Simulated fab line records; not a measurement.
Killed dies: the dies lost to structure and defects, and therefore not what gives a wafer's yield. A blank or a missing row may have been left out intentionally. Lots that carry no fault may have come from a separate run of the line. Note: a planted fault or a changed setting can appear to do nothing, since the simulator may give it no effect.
Split-lot study ; flow n5_finfet ; 21 wafers read from 7 lots, route of 1938 steps

## SPLIT DETAILS
At N5_BEOL_M11_ALD_74 (deposits TaN, target thk 2 nm, pulse time 2 s, purge time 3 s), the setting ald_cycles was moved away from the recipe's 40 on 5 of the 21 wafers read, by -12.5% to +17.5%. The other wafers ran this setting at the recipe's value.

The reading is taken at the split's own step.

## THE READING
TaN_of_BEOL_M11_ALD_74.thk_nm (the simulator's own value, which no gauge read), in nm, at N5_BEOL_M11_ALD_74 (deposits TaN, target thk 2 nm, pulse time 2 s, purge time 3 s). No usual value for it is given in the file.

wafer;tool, chamber at the split;ald_cycles as run;against the recipe;TaN_of_BEOL_M11_ALD_74.thk_nm, nm;against lot-mates on the recipe
L074.1;ald_metal-03, 3,0;40;recipe;2;-
L074.6;ald_metal-03, 3,0;40;recipe;2;-
L074.3;ald_metal-03, 0;44;+10.0%;2.2;+0.2
L075.1;ald_metal-01, 3,0,0;40;recipe;2;-
L075.2;ald_metal-01, 3,0,0;40;recipe;2;-
L075.5;ald_metal-01, 3,0,0;40;recipe;2;-
L077.1;ald_metal-03, 3,0;47;+17.5%;2.4;+0.4
L077.3;ald_metal-03, 3,0;47;+17.5%;2.4;+0.4
L077.6;ald_metal-03, 0;40;recipe;2;-
L083.2;ald_metal-04, 1,0,1;40;recipe;2;-
L083.5;ald_metal-04, 1,0,1;40;recipe;2;-
L083.6;ald_metal-04, 1,0,1;40;recipe;2;-
L088.1;ald_metal-03, 2,1;40;recipe;2;-
L088.4;ald_metal-03, 2,1;40;recipe;2;-
L088.5;ald_metal-03, 0;46;+15.0%;2.4;+0.4
L090.3;ald_metal-04, 3,3,0;40;recipe;2;-
L090.5;ald_metal-04, 3,3,0;40;recipe;2;-
L090.6;ald_metal-04, 3,3,0;40;recipe;2;-
L093.1;ald_metal-04, 2,0;40;recipe;2;-
L093.4;ald_metal-04, 2,0;40;recipe;2;-
L093.5;ald_metal-04, 0;35;-12.5%;1.8;-0.2
Where a row lists several chambers, the file gives one row for several wafers and doesn't say which wafer went through which chamber.

THE FIT
A straight line over all 21 wafers: TaN_of_BEOL_M11_ALD_74.thk_nm changes by +0.0221 nm for each +1% of ald_cycles; r = +0.99; the points scatter about the line by 0.023 nm.
The same after taking each lot's own level away (the mean of its wafers on the recipe; 21 wafers): +0.0221 nm for each +1%; r = +0.99; scatter 0.023 nm.
The reading moves by 0.39 nm for the largest change in ald_cycles, on that fit.
The lots' own levels span 2.00 to 2.00 nm.
Consequently the slope shifts little with the lot-to-lot level, the two slopes agreeing.
Check: +0.391 nm against its lot-mates is what the line predicts for one of the wafers moved furthest among these (+17.5%) when that wafer is left out of the fit. Against them it came out at +0.4 nm.

## ADDITIONAL SPLITS CARRIED BY THESE WAFERS
Note: prior to the reading, these wafers also went through further splits. Each is held against what the fit with the lots' levels taken away leaves over:
other split on the same wafers;wafers away from the commonest value;r with TaN_of_BEOL_M11_ALD_74.thk_nm (lot level and that fit taken away)
N5_BEOL_M8_ETCH_62 time_s;9;+0.30
N5_BEOL_M11_ILD_DEP_00 time_s;6;+0.13

## FILE'S OWN FIT
TaN_of_BEOL_M11_ALD_74.thk_nm changes by +0.0222 nm for each +1% of ald_cycles, r = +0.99.
